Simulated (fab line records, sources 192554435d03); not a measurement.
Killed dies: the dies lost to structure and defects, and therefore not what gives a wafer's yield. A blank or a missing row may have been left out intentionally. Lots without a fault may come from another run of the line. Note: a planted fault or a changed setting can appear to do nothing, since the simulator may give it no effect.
Comparing a struck lot with a sound one :: flow n5-finfet :: 37 steps out of a route of 1938
Sound: these wafers, L138.1, L138.2, L138.5. Struck: wafers L149.1, L149.3, L149.5. The cause comes at the end.
At each step with rows: each side's tool, then ch and its chambers, then its first start. Under that, the readings that differ: sound wafers :: struck wafers :: difference of the means :: sigmas: that difference in standard deviations of wafers without a fault.
alike: same words and numbers on both sides, and readings whose means sit less than 2 such deviations apart. not compared: any withheld reading, any reading some wafer has no value for, any bound like >300 that may hide the same value, and any number with overlapping values for which the record gives no deviation.
Wherever a step has rows on one side only, a row that says differs or no value, or a row with sigmas, the two part there. Numbers that don't overlap but have no deviation are shown without sigmas and don't part them. A reading that every wafer of one side lacks parts them only if that side has two wafers or more.

first, 9 steps without rows for these wafers: N5_BEOL_M4_ANNEAL_95 (time 240 s); N5_BEOL_M4_SPUTTER_96 (material Cu, target thk 4.5 nm, time 8.29 s); N5_BEOL_M4_ECD_50 (material Cu, target thk 300 nm); N5_BEOL_M4_ANNEAL_51 (time 90 s); N5_BEOL_M4_CMP_52 (polishes, stops on SiOC, t overpolish 6.8 s, target thk 40 nm); N5_BEOL_M4_PRE_CLEAN_60 (time 15 s); N5_BEOL_M4_CO_CAP_55 (material Co, precursor CCTBA/H2, target thk 2 nm, time 102.1 s); N5_BEOL_M4_PRE_CLEAN_56 (time 15 s); N5_BEOL_M4_DEP_57 (deposits SiCN from 3MS/NH3, target thk 8 nm, time 14 s).
N5_BEOL_M4_RC_MEAS_101:
  sound on prober-02 ch 0, day 9 02:06; struck on prober-02 ch 0, day 11 07:19
  alike: DIBL_N, DIBL_P, IOFF_N, IOFF_P, ION_N, ION_P, SS_N, SS_P, VT_N, VT_P
then, 24 steps without rows for these wafers: N5_BEOL_M5_ILD_DEP_00 (deposits SiCOH lowk from DEMS/porogen, target thk 140.64 nm, time 25.9 s); N5_BEOL_M5_CURE_79 (cures SiCOH lowk, time 240 s); N5_BEOL_M5_PECVD_70 (deposits SiO2 from TEOS/O2, target thk 16 nm, time 18 s); N5_BEOL_M5_HM_DEP_02 (deposits TiN, target thk 20 nm); N5_BEOL_M5_COAT_59 (time 60 s, resist thk 60 nm); N5_BEOL_M5_COAT_60 (time 60 s, resist thk 12 nm); N5_BEOL_M5_COAT_71 (time 60 s, resist thk 5 nm); N5_BEOL_M5_COAT_05 (resist thk 30 nm); N5_BEOL_M5_EBR_07; N5_BEOL_M5_SOFTBAKE_06 (time 60 s); N5_BEOL_M5_EXPOSE_08 (exposes mask M5, target cd 28 nm); N5_BEOL_M5_PEB_09 (peb time 60 s); N5_BEOL_M5_DEVELOP_10 (develop time 30 s); N5_BEOL_M5_DESCUM_16 (chemistry O2, time 7 s); N5_BEOL_M5_ETCH_72 (etches underlayer in N2/H2, target depth 6.5 nm, time 5.2 s); N5_BEOL_M5_ETCH_61 (etches SiARC in CF4, target depth 15.6 nm, time 26 s); N5_BEOL_M5_ETCH_62 (etches SOC in N2/H2, target depth 75 nm, overetch 15 nm, time 112.5 s); N5_BEOL_M5_STRIP_63 (strips in N2/H2); N5_BEOL_M5_STRIP_73 (strips in N2/H2); N5_BEOL_M5_STRIP_64 (strips in CF4); N5_BEOL_M5_HM_OPEN_17 (chemistry Cl2/BCl3, target TiN, target depth 20 nm, overetch 6 nm); N5_BEOL_M5_STRIP_19 (strips in O2); N5_BEOL_M5_COAT_65 (time 60 s, resist thk 60 nm); N5_BEOL_M5_COAT_66 (time 60 s, resist thk 12 nm).
-- here the record skips 3 days between the struck wafers' starts before and after, leaving off in module BEOL_M5 and picking up in module BEOL_M11 (first step shown: number 1573 of the route) --
N5_BEOL_M11_ETCH_66: etches SOC in N2/H2, target depth 120 nm, overetch 24 nm, time 180 s.
  sound on rie-diel-03 ch 0,2,3, day 11 19:35; struck on rie-diel-03 ch 1,2, day 13 20:35
  no value came back on the struck wafers for any of 8 readings (bias-w (W), chamber-pressure-mTorr (mTorr) and others); on the sound wafers bias-w (W) reads 149.9 149.9 150.0
reading: model.CAR-ArF_of_BEOL_M11_COAT_22.thk-nm (nm)
sound: 0 0 0
struck: 55.6 56 55.8
difference: +55.8
sigmas: 

reading: model.SiARC_of_BEOL_M11_COAT_64.thk-nm (nm)
sound: 23 22.6 22.2
struck: 30 30 30
difference: +7
sigmas: 
  not compared: rf-hours-counter-h
N5_BEOL_M11_VIA_ETCH_34: etches SiCOH lowk in C4F6/O2, target depth 184.5 nm, time 69.2 s.
  sound on rie-diel-03 ch 0,2,3, day 11 19:42; struck on rie-diel-03 ch 1,2, day 13 20:42
reading: oes-product-au (a.u.)
sound: 0.68 0.79 0.82
struck: 0.35 0.32 0.32
difference: -0.43
sigmas: -6
  alike: C4F6_flow_sccm, O2_flow_sccm, drypump-motor-current-A, rf-fwd-power-W, rf-vpp-V, showerhead-plenum-p-Torr, throttle-valve-pct
  not compared: rf-hours-counter-h
-- a jump in the record: the struck wafers' starts before and after are 2 days apart (it breaks off in module BEOL_M11 and resumes in module PASSIVATION, where the first step shown is number 1936 of the route) --
N5_PASSIVATION_PROBE_49:
  sound: prober-02 at day 13 10:46; struck: prober-02 at day 15 23:35
reading: defect-limited-yield (%)
sound: 91.2 90.3 89.7
struck: 0 0 0
difference: -90
sigmas: -56

reading: killed_at_M4_up
sound: 8 18 23
struck: 1115 1102 1073
difference: +1080
sigmas: +99 or more

reading: killed-dies
sound: 104 114 121
struck: 1180 1180 1180
difference: +1067
sigmas: +59

reading: killed-on-rim
sound: 18 18 12
struck: 152 152 152
difference: +136
sigmas: +32

reading: sort_bin_5_function (%)
sound: 4.6 6.3 6.2
struck: 97.7 96.5 95.5
difference: +90.9
sigmas: +95

reading: sort-n-pass
sound: 1076 1066 1059
struck: 0 0 0
difference: -1067
sigmas: -53

reading: sort-yield-pct (%)
sound: 91.2 90.3 89.7
struck: 0 0 0
difference: -90
sigmas: -53
  alike: killed_at_M0_to_M3, killed-at-contacts, killed-at-front-end, killed-at-other, killed-open, killed-short, sort_bin_6_memory

== WHERE THEY PART ==
Earliest at N5_BEOL_M11_ETCH_66; latest, in this record, at N5_PASSIVATION_PROBE_49.

WHY: whatever the simulator had introduced
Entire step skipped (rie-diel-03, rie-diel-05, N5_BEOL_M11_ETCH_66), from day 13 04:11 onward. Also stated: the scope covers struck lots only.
